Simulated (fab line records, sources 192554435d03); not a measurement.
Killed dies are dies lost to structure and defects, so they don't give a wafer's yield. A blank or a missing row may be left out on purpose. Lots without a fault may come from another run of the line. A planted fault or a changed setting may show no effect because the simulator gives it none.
Split-lot experiment | flow n5_finfet | 7 lots, 21 wafers read, on a route of 1938 steps

THE SPLIT
At N5_BEOL_M13_SPUTTER_43 (material TaN, target thk 15 nm, time 24.19 s), the setting time_s was moved away from the recipe's 24.19 s on 3 of the 21 wafers read, by -14.5% to +8.3%. The other wafers ran this setting at the recipe's value.

The reading is taken at the split's own step.

THE READING
TaN_of_BEOL_M13_SPUTTER_43.thk_nm (the simulator's own value, which no gauge read), in nm, at N5_BEOL_M13_SPUTTER_43 (material TaN, target thk 15 nm, time 24.19 s). The file gives no usual value for it. The 18 wafers here that ran the recipe average 15.0 nm, standard deviation 0.19 nm.

wafer  | tool, chamber at the split | time_s as run, s | against the recipe | TaN_of_BEOL_M13_SPUTTER_43.thk_nm, nm | against lot-mates on the recipe
L074.2 | pvd_sputter-02, -          | 24.19            | recipe             | 15.2                                  | -
L074.4 | pvd_sputter-02, -          | 24.19            | recipe             | 15                                    | -
L074.6 | pvd_sputter-02, -          | 24.19            | recipe             | 15                                    | -
L078.3 | pvd_sputter-01, -          | 24.19            | recipe             | 14.8                                  | -
L078.5 | pvd_sputter-01, -          | 24.19            | recipe             | 14.8                                  | -
L078.6 | pvd_sputter-01, -          | 24.19            | recipe             | 14.8                                  | -
L077.3 | pvd_sputter-02, -          | 24.19            | recipe             | 14.8                                  | -
L077.6 | pvd_sputter-02, -          | 24.19            | recipe             | 14.8                                  | -
L077.4 | pvd_sputter-02, -          | 24.19            | recipe             | 15                                    | -
L079.2 | pvd_sputter-03, -          | 20.69            | -14.5%             | 12.8                                  | -1.8
L079.5 | pvd_sputter-03, -          | 20.69            | -14.5%             | 12.6                                  | -2.0
L079.6 | pvd_sputter-03, -          | 24.19            | recipe             | 14.6                                  | -
L082.2 | pvd_sputter-02, -          | 24.19            | recipe             | 15.2                                  | -
L082.4 | pvd_sputter-02, -          | 24.19            | recipe             | 15.2                                  | -
L082.6 | pvd_sputter-02, -          | 24.19            | recipe             | 15.2                                  | -
L094.3 | pvd_sputter-03, -          | 24.19            | recipe             | 15.2                                  | -
L094.4 | pvd_sputter-03, -          | 24.19            | recipe             | 15.2                                  | -
L094.6 | pvd_sputter-03, -          | 24.19            | recipe             | 15.2                                  | -
L096.1 | pvd_sputter-02, -          | 24.19            | recipe             | 15.2                                  | -
L096.2 | pvd_sputter-02, -          | 24.19            | recipe             | 15                                    | -
L096.6 | pvd_sputter-02, -          | 26.2             | +8.3%              | 16.4                                  | +1.3

THE FIT
A straight line over all 21 wafers: TaN_of_BEOL_M13_SPUTTER_43.thk_nm changes by +0.161 nm for each +1% of time_s; r = +0.97; the points scatter about the line by 0.19 nm.
The same after taking each lot's own level away (the mean of its wafers on the recipe; 21 wafers): +0.135 nm for each +1%; r = +0.99; scatter 0.082 nm.
On that fit, the largest move of time_s shifts the reading by 2 nm.
The lots' own levels span 14.60 to 15.20 nm, that is 3.1 times the standard deviation above.
So the lot-to-lot level changes the slope: the two fits differ.
Check: with one of the wafers moved furthest among these (-14.5%) left out of the fit, the line predicts -2.06 nm for it against its lot-mates. It came out at -1.8 nm against them.

OTHER SPLITS ON THESE WAFERS
These wafers also went through other splits before the reading. Each is held against what the fit with the lots' levels taken away leaves over:
other split on the same wafers | wafers away from the commonest value | r with TaN_of_BEOL_M13_SPUTTER_43.thk_nm (lot level and that fit taken away)
N5_BEOL_M10_COAT_22 spin_rpm   | 3                                    | -0.36
N5_BEOL_M11_COAT_63 spin_rpm   | 7                                    | +0.15
N5_BEOL_M12_SPUTTER_44 time_s  | 9                                    | +0.16

THE FILE'S OWN FIT
TaN_of_BEOL_M13_SPUTTER_43.thk_nm changes by +0.138 nm for each +1% of time_s, r = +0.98.
